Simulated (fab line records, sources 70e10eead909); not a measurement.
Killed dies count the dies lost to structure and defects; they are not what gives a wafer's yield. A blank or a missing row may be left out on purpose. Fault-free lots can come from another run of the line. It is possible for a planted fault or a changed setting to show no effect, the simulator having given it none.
Matching of chambers    flow nand-harc    3 sister chambers for NHARC_A_SGD_CUT_DEP_00 on pecvd-01
The step deposits SiNx, target thk 50 nm. 3 wafers are shown with their chamber, then 8 later ones without.

## WAFERS, EACH WITH ITS CHAMBER
wafer   chamber  heater-power-outer-w (W)
L079.5  2        462
L086.4  0        532
L088.3  1        369

## WAFERS MISSING THEIR CHAMBER
wafer   heater-power-outer-w (W)
L088.5  370
L088.6  476
L090.1  477
L090.3  516
L090.6  417
L089.1  403
L089.4  507
L089.6  468

## WHICH CHAMBER EACH WENT THROUGH
wafer    from the rows above       in truth
L088.5   1                         1
L088.6   can't be placed: 2 or 0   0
L090.1   can't be placed: 2 or 0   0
L090.3   can't be placed: 0 or 2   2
L090.6   can't be placed: 2 or 1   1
L089.1   can't be placed: 1 or 2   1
L089.4   can't be placed: 0 or 2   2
L089.6   2                         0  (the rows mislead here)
Correctly placed: 1 of 8. These rows do not allow placing 6 (true chamber among the candidates in 6). Placed wrongly: 1.
How it was worked out, from the rows above alone: a wafer's distance from a chamber is the root of the sum, over the readings, of the square of ((its reading less the chamber's mean) divided by the reading's scatter). If the next closest chamber is less than 2 further off than the closest, the wafer can't be placed; otherwise it belongs to the closest. The mean given for a chamber averages the wafers shown for that chamber. The scatter: root of mean squared gap, hidden wafer to nearest shown wafer, with one shown wafer a chamber.
